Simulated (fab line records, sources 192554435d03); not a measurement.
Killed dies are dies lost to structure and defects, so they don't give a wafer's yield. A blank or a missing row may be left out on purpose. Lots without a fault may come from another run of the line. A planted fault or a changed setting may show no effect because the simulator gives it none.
Which tool did it? | flow n5_finfet | 9 lots, 27 wafers sampled, at 5 steps of a route of 1938

WHAT THE GAUGES READ, wafer by wafer
N5_BEOL_M4_RC_MEAS_101. Usual: DIBL_N 35.8 mV/V, standard deviation 1.7; DIBL_P 35.3 mV/V, standard deviation 2; IOFF_N 0.150 nA/um, standard deviation 0.026; IOFF_P 0.194 nA/um, standard deviation 0.029; ION_N 667 uA/um, standard deviation 11; ION_P 456 uA/um, standard deviation 7.1; SS_N 71.4 mV/dec, standard deviation 0.65; SS_P 73.1 mV/dec, standard deviation 0.64; VT_N 251 mV, standard deviation 3; VT_P -252 mV, standard deviation 3.2.
lot  | measured     | on        | DIBL_N (mV/V)  | DIBL_P (mV/V)  | IOFF_N (nA/um)    | IOFF_P (nA/um)    | ION_N (uA/um) | ION_P (uA/um) | SS_N (mV/dec)  | SS_P (mV/dec)  | VT_N (mV)   | VT_P (mV)      | flag
L517 | day 9 17:53  | prober-01 | 36.5 32.5 35.6 | 36.8 32.0 36.5 | 0.156 0.103 0.150 | 0.193 0.136 0.190 | 678 649 675   | 461 447 466   | 72.2 70.9 71.2 | 73.0 71.8 74.1 | 253 258 250 | -252 -258 -254 |
L518 | day 11 02:30 | prober-01 | 37.5 38.0 35.9 | 35.6 37.8 35.0 | 0.165 0.195 0.141 | 0.191 0.236 0.187 | 659 665 644   | 444 447 442   | 72.8 72.9 72.0 | 73.9 74.3 72.9 | 253 246 253 | -255 -248 -253 |
L521 | day 11 04:16 | prober-02 | 36.4 37.6 34.9 | 35.5 37.3 33.0 | 0.157 0.187 0.123 | 0.188 0.220 0.159 | 673 688 658   | 457 463 450   | 71.0 71.5 70.8 | 72.8 73.7 73.2 | 251 246 256 | -249 -249 -253 |
L524 | day 12 05:59 | prober-02 | 34.0 32.6 36.1 | 35.8 33.2 38.3 | 0.141 0.123 0.184 | 0.208 0.172 0.250 | 676 667 680   | 468 458 468   | 70.9 70.8 71.3 | 72.7 71.9 73.2 | 250 251 247 | -249 -251 -243 |
L533 | day 14 01:35 | prober-01 | 34.5 34.4 36.1 | 34.0 32.9 35.3 | 0.121 0.116 0.143 | 0.179 0.167 0.204 | 650 656 668   | 454 451 455   | 71.1 70.8 71.9 | 73.7 72.8 72.8 | 254 255 253 | -250 -255 -251 |
L534 | day 14 15:55 | prober-01 | 38.3 34.6 37.8 | 35.3 32.8 36.3 | 0.174 0.125 0.165 | 0.187 0.152 0.194 | 662 664 672   | 449 457 459   | 72.7 70.5 71.2 | 73.4 71.7 72.6 | 247 250 249 | -253 -254 -252 |
L535 | day 14 15:12 | prober-02 | 36.4 35.6 38.0 | 34.8 34.5 37.2 | 0.156 0.137 0.190 | 0.168 0.160 0.194 | 648 665 679   | 436 450 455   | 72.4 71.5 72.3 | 73.4 73.4 74.3 | 254 251 248 | -253 -254 -253 |
L537 | day 15 02:43 | prober-01 | 33.6 33.7 33.3 | 33.6 32.3 32.0 | 0.139 0.123 0.122 | 0.173 0.147 0.149 | 664 652 652   | 454 452 445   | 70.7 70.9 70.9 | 72.6 71.9 72.5 | 250 254 251 | -253 -257 -256 |
L538 | day 15 08:19 | prober-01 | 34.3 36.6 34.5 | 34.8 37.6 35.9 | 0.117 0.153 0.129 | 0.170 0.217 0.184 | 668 666 674   | 463 458 463   | 70.9 71.9 71.3 | 73.4 73.2 73.1 | 255 253 252 | -253 -251 -253 |

WHICH TOOL RAN EACH LOT (tool, then ch and the chambers of the sampled wafers, then the start)
lot  | N5_HKMG_FIN_ETCH_32               | N5_HKMG_FIN_NWFM_ALD_20            | N5_HKMG_FIN_ALD_72           | N5_GATE_CUT_ETCHBACK_00
L517 | rie_diel-01 ch 0,1,2, day 4 06:11 | ald_metal-02 ch 0,1,2, day 4 08:11 | cvd_w-02 ch 0, day 4 09:44   | rie_metal-01 ch 0, day 4 10:40
L518 | rie_diel-04 ch 0,3, day 4 17:15   | ald_metal-02 ch 2,3, day 4 19:07   | cvd_w-02 ch 0,1, day 4 20:51 | rie_metal-03 ch 0,1, day 4 21:47
L521 | rie_diel-04 ch 1,2,3, day 5 05:50 | ald_metal-01 ch 1,2,3, day 5 07:43 | cvd_w-02 ch 0,1, day 5 09:16 | rie_metal-03 ch 0,1, day 5 10:11
L524 | rie_diel-04 ch 0,1,3, day 6 01:37 | ald_metal-03 ch 0,1,3, day 6 03:34 | cvd_w-02 ch 0,1, day 6 05:11 | rie_metal-03 ch 0,1, day 6 06:11
L533 | rie_diel-03 ch 1,2,3, day 8 05:47 | ald_metal-02 ch 2,3, day 8 07:39   | cvd_w-01 ch 0,1, day 8 09:13 | rie_metal-01 ch 0,1, day 8 10:10
L534 | rie_diel-03 ch 0,2,3, day 8 09:46 | ald_metal-01 ch 1,2,3, day 8 11:38 | cvd_w-01 ch 0,1, day 8 13:10 | rie_metal-03 ch 0,1, day 8 14:05
L535 | rie_diel-03 ch 0,2, day 8 18:05   | ald_metal-01 ch 0,1, day 8 20:08   | cvd_w-02 ch 0,1, day 8 21:41 | rie_metal-03 ch 0,1, day 8 22:37
L537 | rie_diel-01 ch 0,1,3, day 9 07:47 | ald_metal-02 ch 0,1,3, day 9 09:40 | cvd_w-02 ch 0,1, day 9 11:18 | rie_metal-01 ch 0,1, day 9 12:13
L538 | rie_diel-03 ch 2,3, day 9 10:50   | ald_metal-02 ch 2,3, day 9 12:43   | cvd_w-01 ch 0,1, day 9 14:26 | rie_metal-03 ch 0,1, day 9 15:22
- N5_HKMG_FIN_ETCH_32: etches SOC in N2/H2, target depth 240 nm, time 300 s.
- N5_HKMG_FIN_NWFM_ALD_20: deposits TiAlC, target thk 2 nm, pulse time 3 s, purge time 2 s.
- N5_HKMG_FIN_ALD_72: deposits W, target thk 2 nm, pulse time 1 s, purge time 2 s.
- N5_GATE_CUT_ETCHBACK_00: etches W in SF6/Cl2.

WHAT THE TOOLS THEMSELVES READ (means of the sampled wafers that have a number; where no wafer has one, the mark that the record gives instead)
N5_HKMG_FIN_ETCH_32. Usual: drypump_motor_current_A 5.9 A, standard deviation 0.49; oes_product_au 0.77 a.u., standard deviation 0.099; rf_vpp_V 523.1 V, standard deviation 2.4; showerhead_plenum_p_Torr 2.51 Torr, standard deviation 0.085; throttle_valve_pct 17.8 %, standard deviation 0.33.
lot  | tool        | drypump_motor_current_A (A) | oes_product_au (a.u.) | rf_vpp_V (V) | showerhead_plenum_p_Torr (Torr) | throttle_valve_pct (%) | flag
L517 | rie_diel-01 | 6.3                         | 0.73                  | 524.8        | 2.53                            | 18.2                   |
L518 | rie_diel-04 | 5.7                         | 0.76                  | 523.0        | 2.51                            | 18.0                   |
L521 | rie_diel-04 | 5.7                         | 0.71                  | 522.7        | 2.49                            | 17.9                   |
L524 | rie_diel-04 | 5.9                         | 0.71                  | 523.3        | 2.53                            | 17.9                   |
L533 | rie_diel-03 | 5.7                         | 0.73                  | 525.3        | 2.57                            | 17.8                   |
L534 | rie_diel-03 | 5.8                         | 0.72                  | 523.8        | 2.50                            | 17.8                   |
L535 | rie_diel-03 | 5.4                         | 0.75                  | 521.0        | 2.44                            | 17.7                   |
L537 | rie_diel-01 | 6.0                         | 0.84                  | 523.7        | 2.52                            | 17.7                   |
L538 | rie_diel-03 | 5.7                         | 0.75                  | 522.5        | 2.50                            | 17.7                   |

N5_HKMG_FIN_NWFM_ALD_20. Usual: chamber_pressure_Torr 3.001 Torr, standard deviation 0.0064; heater_power_w 462 W, standard deviation 51; precursor_pulse_height_rel 1.000, standard deviation 0.021.
lot  | tool         | chamber_pressure_Torr (Torr) | heater_power_w (W) | precursor_pulse_height_rel | flag
L517 | ald_metal-02 | 3.002                        | 460                | 0.996                      |
L518 | ald_metal-02 | 3.005                        | 427                | 0.985                      |
L521 | ald_metal-01 | 3.005                        | 439                | 1.011                      |
L524 | ald_metal-03 | 3.000                        | 496                | 1.009                      |
L533 | ald_metal-02 | 3.002                        | 409                | 0.981                      |
L534 | ald_metal-01 | 3.001                        | 443                | 0.987                      |
L535 | ald_metal-01 | 3.003                        | 467                | 0.996                      |
L537 | ald_metal-02 | 2.995                        | 471                | 1.018                      |
L538 | ald_metal-02 | 3.000                        | 422                | 0.996                      |

N5_HKMG_FIN_ALD_72. Usual: chamber_pressure_Torr 7.499 Torr, standard deviation 0.018; heater_power_w 481 W, standard deviation 32; precursor_pulse_height_rel 1.001, standard deviation 0.021.
lot  | tool     | chamber_pressure_Torr (Torr) | heater_power_w (W) | precursor_pulse_height_rel | flag
L517 | cvd_w-02 | 7.506                        | 460                | 0.977                      |
L518 | cvd_w-02 | 7.513                        | 459                | 1.001                      |
L521 | cvd_w-02 | 7.494                        | 458                | 0.999                      |
L524 | cvd_w-02 | 7.488                        | 463                | 0.990                      |
L533 | cvd_w-01 | 7.507                        | 501                | 0.992                      |
L534 | cvd_w-01 | 7.473                        | 509                | 1.024                      |
L535 | cvd_w-02 | 7.506                        | 457                | 1.001                      |
L537 | cvd_w-02 | 7.499                        | 450                | 1.021                      |
L538 | cvd_w-01 | 7.492                        | 504                | 1.010                      |

N5_GATE_CUT_ETCHBACK_00. Usual: drypump_motor_current_A 5.2 A, standard deviation 0.36; mfc_cl2_sccm 60.01 sccm, standard deviation 0.18; oes_product_au 0.74 a.u., standard deviation 0.14; throttle_valve_pct 27.6 %, standard deviation 0.35.
lot  | tool         | drypump_motor_current_A (A) | mfc_cl2_sccm (sccm) | oes_product_au (a.u.) | throttle_valve_pct (%) | flag
L517 | rie_metal-01 | 4.8                         | 59.82               | 0.60                  | 27.9                   |
L518 | rie_metal-03 | 5.1                         | 60.05               | 0.92                  | 27.3                   |
L521 | rie_metal-03 | 5.1                         | 60.09               | 0.91                  | 27.3                   |
L524 | rie_metal-03 | 5.1                         | 59.92               | 0.89                  | 27.3                   |
L533 | rie_metal-01 | 5.1                         | 60.00               | 0.60                  | 27.9                   |
L534 | rie_metal-03 | 5.1                         | 60.10               | 0.87                  | 27.3                   |
L535 | rie_metal-03 | 5.1                         | 59.95               | 0.87                  | 27.3                   |
L537 | rie_metal-01 | 5.0                         | 59.98               | 0.60                  | 28.0                   |
L538 | rie_metal-03 | 5.2                         | 60.10               | 0.83                  | 27.4                   |

THE ANSWER, worked out from the rows above alone
Rule: a lot is off if the mean of its wafers that have a number lies more than 3 standard deviations from the usual mean. A lot without any number at a reading at which 4 lots or more have one is off too. The other lots that the step has rows for count as sound. The gauges are gone through in route order, then the tools' own readings, and for those a lot's mean is taken as printed above. The first step at which some lot is off is used, and at that step the reading that is off furthest; a lot without a number counts as furthest.
No lot is off at any reading shown: from this, nothing can be told.

WHAT THE SIMULATOR HAD PUT IN
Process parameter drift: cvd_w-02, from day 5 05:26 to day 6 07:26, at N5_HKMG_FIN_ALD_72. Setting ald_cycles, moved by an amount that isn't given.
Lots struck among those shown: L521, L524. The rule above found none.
